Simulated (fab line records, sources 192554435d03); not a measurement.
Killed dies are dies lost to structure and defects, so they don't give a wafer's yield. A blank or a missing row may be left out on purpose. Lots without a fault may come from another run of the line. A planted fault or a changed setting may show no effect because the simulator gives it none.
Which tool did it? | flow n5_finfet | 24 lots, 72 wafers sampled, at 1 step of a route of 1938

WHAT THE GAUGES READ, wafer by wafer
N5_HKMG_FIN_OVL_MEAS_13.
lot  | measured    | on         | NWFM_OVL (nm)
L074 | day 4 01:47 | overlay-02 | 0.5 0.3 0.0
L075 | day 4 08:56 | overlay-02 | 0.2 -0.1 -0.5
L076 | day 4 15:40 | overlay-02 | 0.0 0.2 -0.9
L077 | day 4 20:56 | overlay-02 | -2.1 -0.9 -1.3
L078 | day 5 01:43 | overlay-02 | -1.4 -0.8 -0.9
L079 | day 5 08:56 | overlay-01 | -0.3 -1.1 -1.0
L080 | day 5 20:49 | overlay-02 | 0.3 -0.3 -0.2
L081 | day 5 21:18 | overlay-02 | -0.5 -0.3 0.3
L082 | day 6 05:33 | overlay-01 | -0.6 -0.6 0.2
L083 | day 6 06:50 | overlay-02 | -1.4 -0.3 0.3
L084 | day 6 12:52 | overlay-02 | 0.1 -0.9 -0.6
L085 | day 6 20:01 | overlay-01 | -0.4 -0.2 -0.3
L086 | day 7 03:34 | overlay-01 | 0.1 -0.1 -0.5
L087 | day 7 09:10 | overlay-01 | -1.0 -0.4 -0.4
L088 | day 7 14:53 | overlay-01 | -1.8 -1.8 -1.4
L089 | day 7 20:56 | overlay-02 | -2.1 -1.4 -0.3
L090 | day 8 02:35 | overlay-02 | -0.1 0.3 0.1
L091 | day 8 06:59 | overlay-02 | 0.6 0.3 1.1
L092 | day 8 15:15 | overlay-01 | -0.6 0.4 -0.9
L093 | day 8 19:28 | overlay-02 | 0.3 1.1 0.1
L094 | day 9 02:32 | overlay-01 | -0.3 -1.3 0.4
L095 | day 9 08:22 | overlay-01 | 0.2 -1.0 -1.3
L096 | day 9 18:52 | overlay-02 | 0.4 0.0 0.0
L097 | day 9 21:43 | overlay-02 | -0.2 -0.2 -0.7

WHICH TOOL RAN EACH LOT (tool, then ch and the chambers of the sampled wafers, then the start)
The record holds no process step before these readings.

WHAT THE TOOLS THEMSELVES READ (means of the sampled wafers that have a number; where no wafer has one, the mark that the record gives instead)
The record holds no such reading with a usual standard deviation.

THE ANSWER, worked out from the rows above alone
Rule: what is usual is taken from the lots themselves. Put in order of their means at a reading, lots are off if they are a third of the lots or fewer, leave a main group of 4 or more, and stand apart from it by a gap of 3 or more times the standard deviation of the main group's means; of several such gaps the widest counts. A main group whose means are all the same, to the digits that the tables above print for the reading, isn't used. A lot without any number at a reading at which 4 lots or more have one is off too. The other lots that the step has rows for count as sound. The gauges are gone through in route order, then the tools' own readings, and for those a lot's mean is taken as printed above. The first step at which some lot is off is used, and at that step the reading that is off furthest; a lot without a number counts as furthest.
No lot is off at any reading shown: from this, nothing can be told.

WHAT THE SIMULATOR HAD PUT IN
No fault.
